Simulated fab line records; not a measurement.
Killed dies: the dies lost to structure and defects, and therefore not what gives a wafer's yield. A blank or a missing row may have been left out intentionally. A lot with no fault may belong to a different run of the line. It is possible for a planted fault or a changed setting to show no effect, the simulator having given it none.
Comparing a struck lot with a sound one + flow nandHarc + 19 out of 1159 route steps
Sound: wafers L334.2, L334.5, L334.6. Wafers struck: L345.1, L345.3, L345.5. The cause comes at the end.
For every step that has rows: the tool of each side, followed by ch and its chambers, followed by its first start. Under that, the readings that differ: sound wafers + struck wafers + difference of the means + sigmas: that difference in standard deviations of wafers without a fault.
alike: same words and numbers on both sides, and readings whose means sit less than 2 such deviations apart. not compared: any withheld reading, any reading some wafer has no value for, any bound like >300 that may hide the same value, and any number with overlapping values for which the record gives no deviation.
A row with sigmas, a row that says differs or no value, or rows on one side alone: a step with any of these is where the two part. When numbers do not overlap yet have no deviation, they are printed without sigmas and do not part them. A reading missing from all wafers of one side parts the sides only when that side holds two or more wafers.

NHARC_P_ZERO_WELL_CD_MEAS_11 targets a cd of 500 nm.
  sound on cdSem-02 ch 0, day 2 13:15; struck on cdSem-01 ch 0, day 5 07:08
  alike: cdNm
then, 1 step without rows for these wafers: NHARC_P_ZERO_WELL_HARDBAKE_12 (time 65 s).
NHARC_P_ZERO_WELL_DESCUM_13: chemistry O2, time 3 s.
  sound on rieDiel-11 ch 1,2,3, day 2 13:26; struck on rieDiel-06 ch 1,3, day 5 07:19
  alike: drypumpMotorCurrentA, mfcArSccm, oesProductAu, rfVppV, showerheadPlenumPTorr, throttleValvePct
  not compared: rfHoursCounterH
NHARC_P_ZERO_WELL_ETCH_65: etches the open film in N2/H2, target depth 80 nm, overetch 24 nm, time 87.88 s.
  sound on rieDiel-11 ch 1,3, day 2 13:31; struck on rieDiel-06 ch 0,2,3, day 5 07:24
  alike: drypumpMotorCurrentA, mfcArSccm, oesProductAu, rfVppV, showerheadPlenumPTorr, throttleValvePct
  not compared: rfHoursCounterH
NHARC_P_ZERO_WELL_ETCH_62: etches the open film in CHF3/Ar, target depth 13 nm, time 6.5 s.
  sound: rieDiel-11 ch 1,3; struck: rieDiel-06 ch 0,1,3
  alike: drypumpMotorCurrentA, mfcArSccm, oesProductAu, rfVppV, showerheadPlenumPTorr, throttleValvePct
  not compared: rfHoursCounterH
NHARC_P_ZERO_WELL_ETCH_63: etches the open film in HBr/Cl2, target depth 120 nm, time 40.1 s.
  sound on rieSi-05 ch 0,1, day 2 13:42; struck on rieSi-05 ch 0,3, day 5 07:34
  alike: drypumpMotorCurrentA, hbrFlowSccm, heBacksideLeakSccm, oesProductAu, throttleValvePct
  not compared: rfHoursCounterH
then, 6 steps without rows for these wafers: NHARC_P_ZERO_WELL_STRIP_15 (strips in SPM, time 900 s); NHARC_P_ZERO_WELL_DEHYDRATE_16 (time 120 s); NHARC_P_ZERO_WELL_HMDS_17 (time 30 s); NHARC_P_ZERO_WELL_COAT_18; NHARC_P_ZERO_WELL_SOFTBAKE_19 (time 95 s); NHARC_P_ZERO_WELL_EBR_20.
NHARC_P_ZERO_WELL_EXPOSE_21: exposes mask P NWELL, target cd 720 nm.
  sound on krfScanner-01 ch 0, day 2 14:28; struck on krfScanner-04 ch 0, day 5 08:20
| reading           | sound                | struck               | difference | sigmas      |
|-------------------|----------------------|----------------------|------------|-------------|
| exposureDoseMJCm2 | 22.340 22.372 22.330 | 33.573 33.582 33.570 | +11.228    | +99 or more |
  alike: mask
then, 2 steps without rows for these wafers: NHARC_P_ZERO_WELL_PEB_22 (peb time 85 s); NHARC_P_ZERO_WELL_DEVELOP_23 (time 70 s).
NHARC_P_ZERO_WELL_CD_MEAS_24 targets a cd of 720 nm.
  sound on cdSem-03 ch 0, day 2 14:38; struck on cdSem-02 ch 0, day 5 08:29
| reading   | sound             | struck            | difference | sigmas |
|-----------|-------------------|-------------------|------------|--------|
| cdNm (nm) | 720.2 720.7 722.3 | 790.9 788.8 791.5 | +69.3      | +41    |
then, 1 step without rows for these wafers: NHARC_P_ZERO_WELL_HARDBAKE_25 (time 80 s).
NHARC_P_ZERO_WELL_DESCUM_26: chemistry O2, time 3 s.
  sound on rieDiel-10 ch 0,1,3, day 2 14:50; struck on rieDiel-10 ch 1,3, day 5 08:40
| reading                     | sound             | struck            | difference | sigmas |
|-----------------------------|-------------------|-------------------|------------|--------|
| model.P_ZERO_WELL.cdNm (nm) | 720.7 721.5 722.4 | 790.6 789.4 791.5 | +69.0      |        |
  alike: drypumpMotorCurrentA, mfcArSccm, oesProductAu, rfVppV, showerheadPlenumPTorr, throttleValvePct
  not compared: rfHoursCounterH
next, for these wafers, 1 step has no rows: NHARC_P_ZERO_WELL_IMPLANT_27.

WHERE THEY PART
At NHARC_P_ZERO_WELL_EXPOSE_21 first; at NHARC_P_ZERO_WELL_CD_MEAS_24 last (within this record only). Later steps at which nothing parts them and some readings are alike: NHARC_P_ZERO_WELL_DESCUM_26.

WHY: what the simulator had put in
Drift in process parameters on krfScanner-04 at NHARC_P_ZERO_WELL_EXPOSE_21, starting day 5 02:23. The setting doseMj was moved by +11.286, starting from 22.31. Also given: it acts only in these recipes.
